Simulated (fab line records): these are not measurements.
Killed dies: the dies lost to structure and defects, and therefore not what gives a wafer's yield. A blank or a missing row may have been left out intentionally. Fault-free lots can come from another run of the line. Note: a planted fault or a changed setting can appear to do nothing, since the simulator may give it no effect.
Chamber matching | flow nand_harc | NHARC_A_M1_DEP_33 on pecvd-02: 3 sister chambers
The step deposits SiCN, target thk 30 nm. 6 wafers are shown with their chamber, then 8 later ones without.

WAFERS, EACH WITH ITS CHAMBER
wafer  | chamber | heater_power_w (W) | heater_power_outer_w (W)
L872.6 | 0       | 506                | 251
L880.3 | 2       | 356                | 195
L880.4 | 2       | 356                | 191
L888.4 | 0       | 464                | 215
L888.5 | 1       | 446                | 209
L890.1 | 1       | 488                | 249

WAFERS MISSING THEIR CHAMBER
wafer  | heater_power_w (W) | heater_power_outer_w (W)
L890.2 | 390                | 211
L890.4 | 395                | 216
L892.2 | 518                | 265
L892.4 | 457                | 217
L892.6 | 526                | 263
L893.2 | 384                | 208
L893.4 | 538                | 269
L893.6 | 435                | 215

EACH ONE'S CHAMBER
wafer  | from the rows above          | in truth
L890.2 | can't be placed: 2 or 1      | 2
L890.4 | can't be placed: 2 or 1 or 0 | 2
L892.2 | can't be placed: 0 or 1      | 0
L892.4 | can't be placed: 1 or 0      | 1
L892.6 | can't be placed: 0 or 1      | 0
L893.2 | 2                            | 2
L893.4 | can't be placed: 0 or 1      | 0
L893.6 | can't be placed: 1 or 0 or 2 | 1
Correctly placed: 1 of 8. Cannot be placed on the basis of these rows: 7; the candidates contain the true chamber in 7. Wrongly placed: 0.
How it was worked out, from the rows above alone: a wafer's distance from a chamber is the root of the sum, over the readings, of the square of ((its reading less the chamber's mean) divided by the reading's scatter). The wafer belongs to the nearest chamber; if the next one is less than 2 further off, it can't be placed. The mean given for a chamber averages the wafers shown for that chamber. How the scatter is found: for the shown wafers, subtract from each reading the mean of its chamber, square and add these, divide the total by (wafers less chambers), then take the root.
